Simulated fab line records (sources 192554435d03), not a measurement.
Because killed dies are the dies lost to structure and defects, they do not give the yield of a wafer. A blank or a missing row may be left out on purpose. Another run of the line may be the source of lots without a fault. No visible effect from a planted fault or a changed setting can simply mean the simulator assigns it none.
Comparing a struck lot with a sound one | flow n5 finfet | 16 out of 1938 route steps
Sound: wafers L331.1, L331.2, L331.6. Wafers L344.1, L344.2, L344.4 were the ones struck. The cause is named last.
For every step that has rows: the tool of each side, followed by ch and its chambers, followed by its first start. Under that, the readings that differ: sound wafers | struck wafers | difference of the means | sigmas: that difference in standard deviations of wafers without a fault.
alike: readings whose means differ by less than 2 such deviations, and words and numbers that are the same on both sides. not compared: withheld readings, readings that some wafer has no value for, bounds like >300 that may hide the same value, and numbers for which the record gives no deviation and whose values overlap.
Wherever a step has rows on one side only, a row that says differs or no value, or a row with sigmas, the two part there. Numbers that have no deviation but don't overlap get no sigmas and don't part them. A reading missing from all wafers of one side parts the sides only when that side holds two or more wafers.

N5_DUMMY_GATE_ETCH_42: etches SiO2 in CHF3/O2, target depth 3.5 nm, time 31 s.
  sound on rie diel-06 ch 1,2,3, day 5 18:13; struck on rie diel-06 ch 1,2,3, day 8 18:21
  alike: drypump motor current A, oes_ar_750_au, oes product au, rf vpp V, showerhead plenum p Torr, throttle valve pct
  not compared: rf hours counter h
N5_DUMMY_GATE_STRIP_48: strips in N2/H2, time 20 s.
  sound on rie diel-06 ch 1,2,3, day 5 18:16; struck on rie diel-06 ch 1,2,3, day 8 18:24
  alike: drypump motor current A, n2 flow sccm, oes product au, rf vpp V, showerhead plenum p Torr, throttle valve pct
  not compared: rf hours counter h
then, 5 steps without rows for these wafers: N5_DUMMY_GATE_PRECLEAN_33 (cleans in dHF, time 10 s); N5_DUMMY_GATE_PRECLEAN_25 (cleans in O3/DIW, time 45 s); N5_DUMMY_GATE_PRECLEAN_51 (cleans in SC2, time 45 s); N5_DUMMY_GATE_SRD_26 (time 30 s); N5_DUMMY_GATE_UV_OZONE_45 (time 120 s).
N5_DUMMY_GATE_INSPECT_27: inspects for defects (brightfield).
  struck on defect inspect-02, day 8 18:35; sound on defect inspect-02, day 5 18:28
  alike: raw defect count
N5_SPACER0_ALD_07: deposits SiNx, target thk 2 nm.
  sound on ald sin-01 ch 1,2, day 5 18:29; struck on ald sin-04 ch 0,1,2, day 8 18:37
  alike: heater power w
N5_SPACER0_ALD_00: deposits SiOCN, target thk 3.5 nm, pulse time 3 s, purge time 2 s.
  sound on ald sin-01 ch 1,2, day 5 18:39; struck on ald sin-04 ch 0,1,2, day 8 18:46
  alike: heater power w, precursor pulse height rel
N5_SPACER0_ALD_08: deposits SiNx, target thk 2 nm.
  sound on ald sin-01 ch 1,2, day 5 18:54; struck on ald sin-04 ch 0,1,2, day 8 19:02
  alike: heater power w
N5_SPACER0_INSPECT_04: inspects for defects (darkfield).
  struck on defect inspect-01, day 8 19:11; sound on defect inspect-01, day 5 19:04
  alike: raw defect count
N5_SD_EPI_N_COAT_32: time 60 s, resist thk 350 nm.
  sound on litho track-04 ch 0, day 5 19:05; struck on litho track-01 ch 0, day 8 19:13
  reading                  | sound                | struck               | difference | sigmas
  heater power total W (W) | 498.0 502.2 500.2    | 480.1 479.8 478.9    | -20.5      | -11
  plate temp C (C)         | 249.92 249.88 249.92 | 241.08 240.97 240.97 | -8.90      | -52
  alike: dispense pressure kPa
then, 1 step without rows for these wafers: N5_SD_EPI_N_COAT_33 (time 60 s, resist thk 35 nm).
-- the record jumps here: 6 days lie between the struck wafers' starts before and after (it left off in module SD_EPI_N and takes up again in module BEOL_M4, whose first step shown is number 1111 of the route) --
N5_BEOL_M4_RC_MEAS_101:
  sound on prober-02 ch 0, day 11 23:38; struck on prober-01 ch 0, day 14 15:14
  reading       | sound          | struck         | difference | sigmas
  SS_N (mV/dec) | 70.8 71.2 71.3 | 73.2 71.3 71.8 | +1.0       | +2
  alike: DIBL_N, DIBL_P, IOFF_N, IOFF_P, ION_N, ION_P, SS_P, VT_N, VT_P
N5_PASSIVATION_PROBE_49:
  sound wafers here have rows in the record (prober-02, day 16 16:05); struck ones have none

== WHERE THEY PART ==
First at N5_SD_EPI_N_COAT_32; last, within this record, at N5_PASSIVATION_PROBE_49.

WHY: whatever the simulator had introduced
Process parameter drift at N5_SD_EPI_N_COAT_32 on litho track-01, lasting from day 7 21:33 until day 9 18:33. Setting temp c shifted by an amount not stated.
